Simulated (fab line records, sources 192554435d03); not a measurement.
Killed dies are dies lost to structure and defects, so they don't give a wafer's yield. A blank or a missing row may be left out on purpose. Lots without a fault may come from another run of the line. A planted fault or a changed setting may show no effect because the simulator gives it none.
One fault seen from 3 desks | flow n5_finfet | each desk has only its own numbers; what lay behind them comes last

THE METROLOGY DESK
What the gauges read, lot by lot, whatever tool the lot ran on: means of the sampled wafers that have a number. A lot is out of limits, marked OUT, if its mean lies more than 4 standard deviations from the usual mean; the brackets give that distance.
Columns: A = cd_nm at N5_PASSIVATION_CD_MEAS_44, usual 40000 nm; B = PASS_OPEN_OVL at N5_PASSIVATION_OVL_MEAS_66, usual 5 nm
lot  | first seen here | A     | B
L911 | day 11 21:11    | 40008 | -1
L916 | day 13 01:41    | 39998 | 11
L927 | day 15 19:38    | 40001 | -0
L929 | day 16 16:36    | 40003 | 3
L932 | day 17 18:47    | 39999 | 9
L934 | day 18 11:06    | 40000 | 4
This desk's finding: nothing out of limits on any of the 6 lots.

THE TOOL OWNER'S DESK: rie_diel-03
The tool's own readings at N5_PASSIVATION_ETCH_54 (etches SiO2 in CHF3/O2, target depth 880 nm, time 440 s): means of the sampled wafers that have a number, for each lot that ran on this tool. A lot is out of limits, marked OUT, if its mean lies more than 4 standard deviations from the usual mean; the brackets give that distance. Of its 8 readings 7 are shown: the one that was out of limits first, and those that lie furthest out on some lot.
Columns: A = bias_w at N5_PASSIVATION_ETCH_54, usual 169.9 W; B = drypump_motor_current_A at N5_PASSIVATION_ETCH_54, usual 5.9 A; C = oes_product_au at N5_PASSIVATION_ETCH_54, usual 0.82 a.u.; D = rf_fwd_power_W at N5_PASSIVATION_ETCH_54, usual 649.3 W; E = rf_vpp_V at N5_PASSIVATION_ETCH_54, usual 522 V; F = showerhead_plenum_p_Torr at N5_PASSIVATION_ETCH_54, usual 2.43 Torr; G = throttle_valve_pct at N5_PASSIVATION_ETCH_54, usual 18.66 %
lot  | first seen here | A               | B   | C    | D     | E             | F    | G
L916 | day 13 02:02    | 170.3           | 6.2 | 0.77 | 650.0 | 524           | 2.38 | 18.79
L927 | day 15 20:17    | 197.6 (+58) OUT | 6.3 | 0.90 | 650.4 | 596 (+12) OUT | 2.42 | 18.53
L929 | day 16 16:58    | 197.3 (+57) OUT | 6.2 | 0.91 | 650.0 | 593 (+11) OUT | 2.46 | 18.58
This desk's finding: out of limits on L927, L929; first on L927, day 15 20:17 (bias_w at N5_PASSIVATION_ETCH_54). In limits: L916.

THE DEFECT DESK
What the inspections along the route counted, lot by lot: means of the sampled wafers that have a number. A lot is out of limits, marked OUT, if its mean lies more than 4 standard deviations from the usual mean; the brackets give that distance.
Columns: A = raw_defect_count at N5_PASSIVATION_INSPECT_67, usual 2.1
lot  | first seen here | A
L911 | day 11 21:14    | 1.7
L916 | day 13 01:44    | 2.3
L927 | day 15 19:41    | 3.0
L929 | day 16 16:40    | 2.0
L932 | day 17 18:50    | 2.3
L934 | day 18 11:09    | 1.7
This desk's finding: nothing out of limits on any of the 6 lots.

PUT TOGETHER
The tool owner's desk could have raised an alarm at day 15 20:17, on L927, L929.
The metrology desk saw nothing out of limits.
The defect desk saw nothing out of limits.
The metrology desk has L927, L929 on record, within its limits.
The defect desk has L927, L929 on record, within its limits.
Of the lots named, all ran N5_PASSIVATION_ETCH_54 on rie_diel-03.

WHAT THE SIMULATOR HAD PUT IN
Process parameter drift: rie_diel-03, from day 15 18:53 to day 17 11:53, at N5_PASSIVATION_ETCH_54. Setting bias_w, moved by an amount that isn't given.
Lots struck among those shown: L927, L929.
Hours from the fault's start to each desk's first reading out of limits: the tool owner's desk, 1.
